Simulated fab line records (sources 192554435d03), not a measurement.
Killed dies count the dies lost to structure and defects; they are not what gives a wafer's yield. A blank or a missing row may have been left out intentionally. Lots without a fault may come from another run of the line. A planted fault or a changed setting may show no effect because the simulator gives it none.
fab line records | flow n5Finfet
[record] lots = 5 | wafers = 15 | lastDay = 19
route steps=1938 shown STI_FIN_REVEAL@189 DUMMY_GATE@212 BEOL_M4@1111 PASSIVATION@1936
lots with no fault: from the same line, run without faults
startH: the number of hours between the record's first day and the start of the first shown wafer of the lot | waitH: hours since the lot's step before | " repeats the value in the row above | L1.1+2: a row that stands for several wafers | - no value, or no start given | * or withheld: withheld | < > ~ a bound
route shown NAME@n: NAME is a module with steps in the file, n the number in the route of the first one | usual: mean/standard deviation taken from wafers without a fault | same: alike in all rows | chamber/n: place in a boat | sites: per-site readings | _std_site: standard deviation of those values | _edge_site: the outer-site mean with the inner-site mean subtracted | radiusMm: for every site, how far away it sits from the centre of the wafer | mask NAME#n: copy n | behind: tool/chamber where the wafer was last shaped | hold: why the lot was held/for how many hours/how that ended | device: transistor that didn't switch, given as n, p or np | end of line: tests run on the same wafers once the route is complete | a step with no rows: only its recipe | killed: the dies lost at the first sort to structure and to defects; this is not the yield of the wafer | map: a wafer's dies, marking killed ones x, the rest . and places with no die _
set.NAME: the setting as run; set.NAME@STEP: as run at that earlier step | model.NAME: the simulator's own value behind a step, which no gauge read
lots seen at some steps along the route; tables by step, rows by wafer
services: a tool's chamber out of use, with start hour (startH, from the record's first day; less than 0 if before it), hours out, and reason
[[steps]]
[step N5_STI_FIN_REVEAL_DENSIFY_30]
[recipe] tempC = * | timeS = * | ambient = N2 | idleTempC = 600 | rampUpCPerS = 150 | rampDownCPerS = 60 | coolToC = 600
[usual] lampPowerPct = 11.53/0.055 | wafer_temp_C_max = *
lot.wafer | tool         | chamber | startH | waitH | lampPowerPct | wafer_temp_C_max
L970.1    | rtpAnneal-02 | 0       | 42.35  | 0.2   | 11.55        | *
L970.5    | "            | 0       | "      | "     | 11.40        | *
L970.6    | "            | 0       | "      | "     | 11.59        | *
L975.1    | rtpAnneal-02 | 0       | 68.74  | 0.0   | 11.60        | *
L975.2    | "            | 0       | "      | "     | 11.52        | *
L975.4    | "            | 0       | "      | "     | 11.62        | *
L983.1    | rtpAnneal-02 | 0       | 116.94 | 0.0   | 11.60        | *
L983.3    | "            | 0       | "      | "     | 11.53        | *
L983.6    | "            | 0       | "      | "     | 11.56        | *
L984.1    | rtpAnneal-02 | 0       | 124.39 | 0.1   | 11.57        | *
L984.3    | "            | 0       | "      | "     | 11.52        | *
L984.6    | "            | 0       | "      | "     | 11.51        | *
L991.4    | rtpAnneal-01 | 0       | 177.29 | 0.1   | 11.55        | *
L991.5    | "            | 0       | "      | "     | 11.48        | *
L991.6    | "            | 0       | "      | "     | 11.54        | *
[step N5_STI_FIN_REVEAL_ETCHBACK_08]
[recipe] chemistry = C4F6/O2 | target = SiO2 | targetDepthA = 305 | timeS = 10.167 | ionEnergyEv = 250 | pressureMtorr = 30 | sourceW = 345 | biasW = 185 | Ar_flow_sccm = 300 | C4F6_flow_sccm = 10 | O2_flow_sccm = 10
[step N5_STI_FIN_REVEAL_STRIP_24]
[recipe] chemistry = N2/H2 | timeS = 90 | powerW = 100 | tempC = 40 | pressureMtorr = 100 | rfFrequencyHz = 6e+07 | biasPowerW = 3 | n2FlowSccm = 300 | h2FlowSccm = 300
[usual] drypumpMotorCurrentA = 5.9/0.43 | oesProductAu = 0.81/0.069 | rfVppV = 45.5/0.84 | showerheadPlenumPTorr = 3.43/0.1 | throttleValvePct = 12.19/0.26
lot.wafer | tool       | chamber | startH | waitH | drypumpMotorCurrentA | oesProductAu | rfHoursCounterH | rfVppV | showerheadPlenumPTorr | throttleValvePct
L970.1    | rieDiel-04 | 0       | 42.60  | 0.0   | 6.4                  | 0.72         | 222             | 45.2   | 3.21                  | 12.50
L970.5    | "          | 0       | "      | "     | 6.4                  | 0.71         | -               | 45.4   | 3.21                  | 12.50
L970.6    | "          | 3       | "      | "     | 6.5                  | 0.79         | -               | 45.4   | 3.52                  | 11.96
L975.1    | rieDiel-01 | 3       | 69.01  | 0.0   | 5.6                  | 0.80         | 99              | 45.2   | 3.40                  | 12.25
L975.2    | "          | 0       | "      | "     | 5.8                  | 0.91         | 34              | 46.7   | 3.57                  | 12.10
L975.4    | "          | 1       | "      | "     | 5.8                  | 0.88         | 49              | 46.3   | 3.44                  | 12.06
L983.1    | rieDiel-06 | 1       | 117.22 | 0.0   | 5.7                  | 0.86         | 51              | 43.2   | 3.42                  | 12.10
L983.3    | "          | 2       | "      | "     | 5.1                  | 0.75         | 157             | 46.5   | 3.51                  | 12.19
L983.6    | "          | 1       | "      | "     | 5.7                  | 0.87         | -               | 45.3   | 3.42                  | 12.12
L984.1    | rieDiel-04 | 1       | 124.63 | 0.0   | 5.3                  | 0.84         | 72              | 47.3   | 3.41                  | 11.81
L984.3    | "          | 3       | "      | "     | 6.5                  | 0.77         | 165             | 45.2   | 3.50                  | 12.03
L984.6    | "          | 2       | "      | "     | 5.5                  | 0.72         | -               | 44.8   | 3.49                  | 12.72
L991.4    | rieDiel-01 | 3       | 177.45 | 0.0   | 5.6                  | 0.77         | 135             | 44.0   | 3.38                  | 12.32
L991.5    | "          | 2       | "      | "     | 6.3                  | 0.86         | -               | 44.3   | 3.29                  | 12.19
L991.6    | "          | 3       | "      | "     | 5.6                  | 0.77         | -               | 45.0   | 3.38                  | 12.32
[step N5_STI_FIN_REVEAL_PRECLEAN_25]
[recipe] chemistry = SPM | timeS = 90 | tempC = 120 | mix = 4:1
[step N5_STI_FIN_REVEAL_PRECLEAN_26]
[recipe] chemistry = SC1 | timeS = 45 | tempC = 46 | mix = 1:2:100
[step N5_STI_FIN_REVEAL_PRECLEAN_29]
[recipe] chemistry = DHF | timeS = 30 | tempC = 25 | dilution = 300:1
[step N5_STI_FIN_REVEAL_SRD_12]
[recipe] timeS = 30 | tempC = 23 | rinseLiquid = diw | dry = ipaMarangoni
[step N5_STI_FIN_REVEAL_RECESS_09]
[recipe] chemistry = HF/NH3 | target = SiO2 | afsCycles = 11 | targetDepthA = 425 | tempC = 30 | sublimationTempC = 180 | sublimationTimeS = 60
[usual] drypumpMotorCurrentA = 5.89/0.18
lot.wafer | tool         | chamber | startH | waitH | drypumpMotorCurrentA
L970.1    | vaporEtch-02 | 1       | 42.81  | 0.0   | 5.96
L970.5    | "            | 0       | 43.87  | 1.1   | 5.67
L970.6    | "            | 1       | "      | "     | 5.94
L975.1    | vaporEtch-02 | 0       | 69.22  | 0.0   | 5.66
L975.2    | "            | 1       | "      | "     | 5.99
L975.4    | "            | 0       | "      | "     | 5.66
L983.1    | vaporEtch-02 | 0       | 117.43 | 0.0   | 5.65
L983.3    | "            | 1       | "      | "     | 5.96
L983.6    | "            | 0       | "      | "     | 5.66
L984.1    | vaporEtch-02 | 1       | 124.89 | 0.1   | 5.98
L984.3    | "            | 0       | "      | "     | 5.65
L984.6    | "            | 0       | "      | "     | 5.68
L991.4    | vaporEtch-02 | 0       | 178.39 | 0.7   | 5.66
L991.5    | "            | 0       | "      | "     | 5.67
L991.6    | "            | 1       | "      | "     | 5.92
[step N5_STI_FIN_REVEAL_STRIP_16]
[recipe] chemistry = H3PO4 | material = SiNx | tempC = 165 | targetDepthA = 238 | overetchFraction = 0.4964 | dry = ipaMarangoni
[step N5_STI_FIN_REVEAL_PRECLEAN_17]
[recipe] chemistry = NF3:NH3 | afsCycles = 1 | tempC = 30 | timeS = 20 | sublimationTempC = 180 | sublimationTimeS = 60 | pressureTorr = 3 | rfPowerW = 30
[step N5_STI_FIN_REVEAL_ETCH_34]
[recipe] chemistry = H2 | mode = isotropic | material = Si | target = Si | targetDepthA = 9.7 | tempC = 20 | pressureMtorr = 4.5 | icpW = 300 | biasW = 0 | h2FlowSccm = 7.5 | heFlowSccm = 142.5
[usual] drypumpMotorCurrentA = 5.8/0.47 | oesProductAu = 1.007/0.014 | throttleValvePct = 25.80/0.27
lot.wafer | tool     | chamber | startH | waitH | drypumpMotorCurrentA | oesProductAu | rfHoursCounterH | throttleValvePct
L970.1    | rieSi-02 | 0       | 44.91  | 0.2   | 5.1                  | 1.023        | 9               | 25.89
L970.5    | "        | 1       | "      | "     | 6.1                  | 1.027        | -               | 26.00
L970.6    | "        | 0       | "      | "     | 5.2                  | 1.038        | -               | 25.90
L975.1    | rieSi-01 | 0       | 71.32  | 0.2   | 5.7                  | 1.001        | 129             | 26.41
L975.2    | "        | 1       | "      | "     | 6.8                  | 0.982        | 63              | 26.00
L975.4    | "        | 2       | "      | "     | 5.5                  | 1.023        | 19              | 26.06
L983.1    | rieSi-02 | 0       | 119.52 | 0.2   | 5.2                  | 1.034        | 10              | 25.89
L983.3    | "        | 3       | "      | "     | 5.6                  | 0.987        | 92              | 26.04
L983.6    | "        | 3       | "      | "     | 5.6                  | 0.999        | -               | 26.05
L984.1    | rieSi-02 | 1       | 126.98 | 0.2   | 6.1                  | 1.024        | 13              | 26.03
L984.3    | "        | 2       | "      | "     | 5.4                  | 1.010        | 23              | 25.59
L984.6    | "        | 3       | "      | "     | 5.6                  | 0.997        | -               | 26.05
L991.4    | rieSi-04 | 0       | 179.97 | 0.1   | 5.8                  | 0.992        | 103             | 25.43
L991.5    | "        | 0       | "      | "     | 5.8                  | 0.997        | -               | 25.45
L991.6    | "        | 1       | "      | "     | 6.1                  | 0.991        | -               | 25.69
[step N5_STI_FIN_REVEAL_OXIDATION_31]
[recipe] chemistry = O2_PLASMA_REMOTE | tempC = 150 | timeS = 20 | pressureMtorr = 1000 | sourcePowerW = 2000 | o2FlowSccm = 3000
[usual] drypumpMotorCurrentA = 5.94/0.18 | heaterPowerW = 148/15 | tempCMax = 150.73/0.21
lot.wafer | tool           | chamber | startH | waitH | drypumpMotorCurrentA | heaterPowerW | rfHoursCounterH | tempCMax
L970.1    | plasmaAsher-01 | 1       | 44.97  | 0.0   | 6.24                 | 139          | 81              | 150.54
L970.5    | "              | 1       | "      | "     | 6.23                 | 139          | -               | 150.73
L970.6    | "              | 0       | "      | "     | 5.80                 | 139          | -               | 150.67
L975.1    | plasmaAsher-01 | 1       | 71.42  | 0.1   | 6.24                 | 141          | 87              | 150.73
L975.2    | "              | 0       | "      | "     | 5.85                 | 134          | 87              | 150.46
L975.4    | "              | 1       | "      | "     | 6.25                 | 136          | -               | 150.43
L983.1    | plasmaAsher-02 | 1       | 119.58 | 0.0   | 5.77                 | 178          | 42              | 150.82
L983.3    | "              | 0       | "      | "     | 5.93                 | 144          | -               | 151.03
L983.6    | "              | 0       | "      | "     | 5.91                 | 146          | -               | 150.92
L984.1    | plasmaAsher-02 | 1       | 127.04 | 0.0   | 5.80                 | 172          | 44              | 150.71
L984.3    | "              | 0       | "      | "     | 5.91                 | 142          | -               | 150.88
L984.6    | "              | 1       | "      | "     | 5.79                 | 174          | -               | 150.52
L991.4    | plasmaAsher-02 | 0       | 180.05 | 0.1   | 5.91                 | 148          | -               | 150.61
L991.5    | "              | 1       | "      | "     | 5.78                 | 174          | -               | 150.71
L991.6    | "              | 0       | "      | "     | 5.91                 | 146          | -               | 150.79
[step N5_STI_FIN_REVEAL_PRECLEAN_32]
[recipe] chemistry = NF3:NH3 | afsCycles = 1 | tempC = 30 | timeS = 20 | sublimationTempC = 180 | sublimationTimeS = 60 | pressureTorr = 3 | rfPowerW = 30
lot.wafer  | tool            | chamber | startH | waitH
L970.1+5+6 | remotePlasma-02 | 1       | 45.06  | 0.1
L975.1+2+4 | remotePlasma-02 | 0       | 71.50  | 0.1
L983.1+3+6 | remotePlasma-01 | 1       | 119.67 | 0.1
L984.1+3+6 | remotePlasma-02 | 1       | 127.12 | 0.1
L991.4+5+6 | remotePlasma-01 | 0       | 180.20 | 0.1
[step N5_STI_FIN_REVEAL_STRIP_35]
[recipe] chemistry = H3PO4 | material = Si3N4 | tempC = 165 | targetDepthA = 40 | timeS = 39
[step N5_STI_FIN_REVEAL_SRD_21]
[recipe] dry = ipaMarangoni | timeS = 30 | tempC = 23 | rinseLiquid = diw
[step N5_STI_FIN_REVEAL_OXIDATION_33]
[recipe] chemistry = O2_PLASMA_REMOTE | tempC = 150 | timeS = 20 | pressureMtorr = 1000 | sourcePowerW = 2000 | o2FlowSccm = 3000
[step N5_STI_FIN_REVEAL_CLEAN_19]
[recipe] chemistry = O3/DIW | tempC = 25 | timeS = 120 | o3Ppm = 10
[step N5_STI_FIN_REVEAL_SRD_23]
[recipe] dry = ipaMarangoni | timeS = 30 | tempC = 23 | rinseLiquid = diw
[step N5_STI_FIN_REVEAL_CD_MEAS_22]
[recipe] targetCdNm = 6.238 | pitchNm = 28 | polarity = line
[usual] cdNm = 6.29/0.23
lot.wafer | tool     | chamber | startH | waitH | cdNm
L970.1    | cdSem-02 | -       | 45.49  | 0.0   | 6.47
L970.5    | "        | -       | "      | "     | 6.12
L970.6    | "        | -       | "      | "     | 5.72
L975.1    | cdSem-01 | -       | 71.93  | 0.0   | 6.13
L975.2    | "        | -       | "      | "     | 5.94
L975.4    | "        | -       | "      | "     | 5.79
L983.1    | cdSem-02 | -       | 120.10 | 0.0   | 6.63
L983.3    | "        | -       | "      | "     | 6.26
L983.6    | "        | -       | "      | "     | 5.82
L984.1    | cdSem-02 | -       | 127.65 | 0.0   | 6.27
L984.3    | "        | -       | "      | "     | 6.67
L984.6    | "        | -       | "      | "     | 6.31
L991.4    | cdSem-01 | -       | 180.55 | 0.0   | 6.34
L991.5    | "        | -       | "      | "     | 6.35
L991.6    | "        | -       | "      | "     | 6.26
[step N5_STI_FIN_REVEAL_FIN_H_MEAS_10]
[usual] trenchDepthNm = 52.2/0.7
lot.wafer | tool   | chamber | startH | waitH | trenchDepthNm
L970.1    | ocd-02 | -       | 45.52  | 0.0   | 51.0
L970.5    | "      | -       | "      | "     | 50.9
L970.6    | "      | -       | "      | "     | 51.8
L975.1    | ocd-02 | -       | 71.96  | 0.0   | 51.4
L975.2    | "      | -       | "      | "     | 52.0
L975.4    | "      | -       | "      | "     | 51.7
L983.1    | ocd-02 | -       | 120.13 | 0.0   | 52.4
L983.3    | "      | -       | "      | "     | 52.4
L983.6    | "      | -       | "      | "     | 52.7
L984.1    | ocd-02 | -       | 127.68 | 0.0   | 51.7
L984.3    | "      | -       | "      | "     | 52.1
L984.6    | "      | -       | "      | "     | 52.7
L991.4    | ocd-01 | -       | 180.58 | 0.0   | 53.1
L991.5    | "      | -       | "      | "     | 53.6
L991.6    | "      | -       | "      | "     | 52.5
[step N5_STI_FIN_REVEAL_PRECLEAN_18]
[recipe] chemistry = SC2 | timeS = 45 | tempC = 35 | mix = 1:1:50
[step N5_STI_FIN_REVEAL_SRD_28]
[recipe] dry = ipaMarangoni | timeS = 30 | tempC = 23 | rinseLiquid = diw
[step N5_STI_FIN_REVEAL_INSPECT_13]
[recipe] inspectInstrument = darkfield | mode = postClean
[usual] rawDefectCount = 11/5.2
lot.wafer | tool             | chamber | startH | waitH | rawDefectCount
L970.1    | defectInspect-01 | -       | 45.61  | 0.0   | 6
L970.5    | "                | -       | "      | "     | 11
L970.6    | "                | -       | "      | "     | 9
L975.1    | defectInspect-01 | -       | 72.05  | 0.0   | 18
L975.2    | "                | -       | "      | "     | 10
L975.4    | "                | -       | "      | "     | 7
L983.1    | defectInspect-01 | -       | 120.22 | 0.0   | 17
L983.3    | "                | -       | "      | "     | 9
L983.6    | "                | -       | "      | "     | 16
L984.1    | defectInspect-01 | -       | 127.77 | 0.0   | 612
L984.3    | "                | -       | "      | "     | 660
L984.6    | "                | -       | "      | "     | 605
L991.4    | defectInspect-01 | -       | 180.67 | 0.0   | 13
L991.5    | "                | -       | "      | "     | 17
L991.6    | "                | -       | "      | "     | 11
[step N5_DUMMY_GATE_PRECLEAN_00]
[recipe] chemistry = O3/DIW | timeS = 60 | tempC = 22 | o3Ppm = 10
[step N5_BEOL_M4_RC_MEAS_101]
[usual] DIBL_N = 36.5/1.2 | DIBL_P = 36.5/1.6 | IOFF_N = 0.162/0.023 | IOFF_P = 0.221/0.03 | ION_N = 678/8 | ION_P = 466/6.3 | SS_N = 71.6/0.46 | SS_P = 73.3/0.57 | VT_N = 249.2/2.6 | VT_P = -249/3.3
lot.wafer | tool      | chamber | startH | waitH | DIBL_N[mV/V] | DIBL_P[mV/V] | IOFF_N[nA/um] | IOFF_P[nA/um] | ION_N[uA/um] | ION_P[uA/um] | SS_N[mV/dec] | SS_P[mV/dec] | VT_N[mV] | VT_P[mV]
L970.1    | prober-02 | 0       | 227.63 | 0.0   | 37.2         | 38.0         | 0.155         | 0.247         | 671          | 471          | 71.4         | 74.2         | 250.6    | -246
L970.5    | "         | 0       | "      | "     | 37.4         | 38.4         | 0.161         | 0.252         | 672          | 468          | 71.6         | 73.5         | 248.8    | -245
L970.6    | "         | 0       | "      | "     | 34.5         | 35.0         | 0.117         | 0.188         | 664          | 465          | 71.2         | 72.6         | 255.5    | -251
L975.1    | prober-01 | 0       | 257.00 | 0.0   | 33.2         | 33.1         | 0.115         | 0.157         | 663          | 455          | 70.6         | 72.7         | 252.9    | -255
L975.2    | "         | 0       | "      | "     | 34.5         | 34.8         | 0.137         | 0.185         | 671          | 463          | 71.1         | 73.2         | 251.7    | -255
L975.4    | "         | 0       | "      | "     | 34.7         | 35.0         | 0.136         | 0.178         | 674          | 464          | 71.2         | 73.5         | 255.9    | -254
L983.1    | prober-02 | 0       | 290.96 | 0.2   | 35.6         | 35.1         | 0.150         | 0.209         | 672          | 462          | 72.1         | 73.4         | 247.5    | -250
L983.3    | "         | 0       | "      | "     | 35.9         | 36.2         | 0.153         | 0.231         | 677          | 468          | 71.6         | 73.4         | 248.8    | -248
L983.6    | "         | 0       | "      | "     | 35.7         | 36.0         | 0.147         | 0.218         | 673          | 466          | 71.4         | 72.4         | 252.4    | -247
L984.1    | prober-02 | 0       | 312.30 | 0.0   | 36.4         | 36.1         | 0.158         | 0.201         | 679          | 463          | 71.0         | 72.4         | 250.3    | -251
L984.3    | "         | 0       | "      | "     | 36.2         | 35.2         | 0.147         | 0.186         | 672          | 454          | 71.3         | 73.0         | 252.0    | -253
L984.6    | "         | 0       | "      | "     | 36.1         | 35.6         | 0.155         | 0.191         | 670          | 461          | 71.5         | 72.4         | 247.4    | -252
L991.4    | prober-02 | 0       | 358.34 | 0.5   | 36.3         | 35.3         | 0.180         | 0.254         | 690          | 472          | 71.7         | 74.0         | 247.8    | -244
L991.5    | "         | 0       | "      | "     | 33.5         | 32.8         | 0.139         | 0.205         | 685          | 474          | 71.1         | 72.4         | 250.6    | -247
L991.6    | "         | 0       | "      | "     | 36.1         | 35.2         | 0.184         | 0.261         | 698          | 475          | 71.4         | 72.7         | 244.3    | -243
[step N5_PASSIVATION_PROBE_49]
[usual] defectLimitedYield = 91.2/1.3 | killed_at_M0_to_M3 = 34/9.2 | killed_at_M4_up = 14/5 | killedAtContacts = 13/6.7 | killedAtFrontEnd = 39/12 | killedAtOther = 4/3.3 | killedDies = 104/15 | killedOnRim = 14/3.7 | killedOpen = 68/12 | killedShort = 34/7.5 | sort_bin_5_function = 5.2/0.87 | sort_bin_6_memory = 3.3/0.63 | sortNPass = 1076/15 | sortYieldPct = 91.2/1.3
[same] grossDies = 1180 | killedAtBackSide = 0 | sort_bin_4_leakage[%] = 0 | sort_bin_8_speed[%] = 0
lot.wafer | tool      | chamber | startH | waitH | defectLimitedYield[%] | killed_at_M0_to_M3 | killed_at_M4_up | killedAtContacts | killedAtFrontEnd | killedAtOther | killedDies | killedOnRim | killedOpen | killedShort | sort_bin_5_function[%] | sort_bin_6_memory[%] | sortNPass | sortYieldPct[%]
L983.6    | prober-02 | -       | 396.06 | 0.3   | 92.7                  | 20                 | 9               | 27               | 30               | 0             | 86         | 12          | 54         | 29          | 3.6                    | 3.5                  | 1094      | 92.7
L984.1    | prober-01 | -       | 420.31 | 0.0   | 85.0                  | 38                 | 10              | 11               | 117              | 1             | 177        | 27          | 60         | 26          | 9.7                    | 3.0                  | 1003      | 85.0
L984.3    | prober-01 | -       | 420.41 | 0.1   | 84.2                  | 40                 | 8               | 9                | 129              | 1             | 187        | 23          | 64         | 21          | 10.5                   | 3.2                  | 993       | 84.2
L984.6    | prober-01 | -       | 420.56 | 0.3   | 85.3                  | 24                 | 11              | 7                | 125              | 6             | 173        | 29          | 49         | 30          | 9.7                    | 2.6                  | 1007      | 85.3
// killed by level:class
L983.6 MOL_CONTACT_COAG:geometricParticle:open=20 FIN_SAQP:geometricParticle:open=10 MOL_CONTACT_COAG:geometricParticle:short=7 FIN_SAQP:geometricParticle:short=6 BEOL_M0_SAQP:geometricParticle:short=6 BEOL_M1:geometricParticle:open=6 STI_FIN_REVEAL:geometricParticle:open=4 BEOL_M2:geometricParticle:open=4
L984.1 STI_FIN_REVEAL:unspecified=90 BEOL_M0_SAQP:geometricParticle:open=9 STI_FIN_REVEAL:geometricParticle:open=8 MOL_CONTACT_COAG:geometricParticle:open=8 BEOL_M1:geometricParticle:open=7 BEOL_M0_SAQP:geometricParticle:short=6 BEOL_M2:geometricParticle:open=5 BEOL_M3:geometricParticle:open=5
L984.3 STI_FIN_REVEAL:unspecified=102 BEOL_M1:geometricParticle:open=15 FIN_SAQP:geometricParticle:short=8 MOL_CONTACT_COAG:geometricParticle:open=8 BEOL_M2:geometricParticle:open=7 BEOL_M3:geometricParticle:open=7 STI_FIN_REVEAL:geometricParticle:open=5 FIN_SAQP:geometricParticle:open=4
L984.6 STI_FIN_REVEAL:unspecified=94 FIN_SAQP:geometricParticle:short=11 BEOL_M1:geometricParticle:open=8 FIN_SAQP:geometricParticle:open=5 BEOL_M2:geometricParticle:open=5 MOL_CONTACT_COAG:geometricParticle:open=4 BEOL_M4:geometricParticle:open=4 BEOL_M0_SAQP:geometricParticle:open=4
// map L984.3 (x killed, . not)
_________________............________________
______________x...............x._____________
___________x.....x..x.......x......__________
__________.x........................_________
________..........x........x.........._______
_______..............xx.x.....x........______
______.......x.x....x..x...........x.x.._____
_____.....xx..x.........x...........x....____
____...........x....x..................x..___
___...........x......x...............x.....__
___....................x...................__
__.................x.........x.............._
__.......x...x.....x..xx........x..........._
_.....................................x......
_.....x..........x...........x...............
_.x..........................x...............
_x.xxxxx...................x.x.x.....x..x....
_..xxxxxxxx.x......x..x.......x........x.....
_xxxxxxxxxxx....................x..x.....x...
_xxxxxxxxxxx......x........x...............x.
_xxxxxxxxxxxx..........................x.....
__xxxxxxxxx.xx.x...x...............x...x.x.._
__xxxxxxxxxxx.x..............x.............._
___xxxxxxxxxx......x.......................__
___xxxxxxxx..x......x.......x..............__
____xxxxxx.x..x...........................___
_____xx.xx....x.....x..x.................____
______xx..................x........x...._____
_______.....x..........x...............______
________.....................x........_______
__________......x...............x..._________
___________........................__________
______________.x................_____________
_________________.......x....________________
// map L970.5 (x killed, . not)
_________________.....x......________________
______________.x...........x...._____________
___________......x.................__________
__________.........x.........x......_________
________.................x...........x_______
_______...........x.........x.....x....______
______........x...............x.......x._____
_____xx..................................____
____.................x....................___
___.................x......................__
___x...x..x............................x...__
__.x........................................_
__.......x.......xx.............x......x..x._
_............................x...............
_.......x....xx.x...........x...........x....
_.x...xx....xx..x.........x.x....x...xx......
_..x......x.....xx......x......x.............
_..x.............................x...........
_........x.......xx...x....x.................
_x....x........x..x.......x............x...x.
_........................x...xx.x..........x.
__...........x..............x..........x.x.._
__...x...x....x....x..x..x...x.............._
___.............x.........x....x.....xx.x..__
___.x....x.....x.......x........x..........__
____...........x...x......................___
_____........x...........x...............____
______.......x.........................._____
_______......x......................x..______
________.....x........................_______
__________x.............xx....xx...._________
___________..................x.....__________
______________..x..............x_____________
_________________............________________
[[services]]
tool            | chamber | startH | hours | kind
rieDiel-04      | -       | 35.16  | 2.8   | pm
rieSi-02        | 0       | 58.77  | 24.3  | repair
rieSi-04        | 0       | 87.16  | 1.8   | repair
rieSi-01        | -       | 94.55  | 1.6   | repair
rieSi-01        | -       | 97.24  | 0.1   | repair
rieDiel-04      | 1       | 106.06 | 2.9   | repair
rieSi-01        | 3       | 109.37 | 7.2   | repair
rieDiel-04      | 0       | 124.52 | -     | clean
rieDiel-04      | 0       | 124.52 | -     | consumableReplace:focusRing
rieDiel-04      | 0       | 124.52 | -     | consumableReplace:showerhead
rieDiel-04      | 0       | 124.52 | 14.9  | scheduledDown
rieDiel-04      | 0       | 124.52 | 14.9  | ventCycle
remotePlasma-02 | -       | 134.21 | 2.4   | repair
rieSi-02        | -       | 135.87 | 4.0   | pm
plasmaAsher-02  | -       | 143.29 | 3.5   | pm
rieDiel-06      | -       | 152.62 | 0.9   | repair
plasmaAsher-01  | -       | 153.10 | 2.1   | repair
rieDiel-01      | 0       | 161.28 | 4.4   | repair
rieSi-01        | -       | 169.46 | 0.3   | repair
[[key]]
[firstSign] step = N5_STI_FIN_REVEAL_INSPECT_13 | reading = rawDefectCount | direction = up | sigmas = 99+ | usual = 11 | struck = 626
[effect] step = N5_PASSIVATION_PROBE_49 | reading = killedAtFrontEnd | direction = up | sigmas = 6.9 | usual = 39 | struck = 124
[moreKillsBornAt] N5_STI_FIN_REVEAL_PRECLEAN_32@remotePlasma-02 = 286
metAt N5_STI_FIN_REVEAL_PRECLEAN_32
struckWafers L984.1,L984.3,L984.6
onsetBetween 45.06 127.12
alsoFits N5_STI_FIN_REVEAL_DENSIFY_30:rtpAnneal-02,N5_STI_FIN_REVEAL_STRIP_24:rieDiel-04,N5_STI_FIN_REVEAL_ETCH_34:rieSi-02
[fault] kind = chamberParticleSource | tool = remotePlasma-02 | chamber = 1 | onsetH = 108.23 | steps = N5_STI_FIN_REVEAL_PRECLEAN_32 | ratePerVisitCm2 = 0.96017 | endH = 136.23
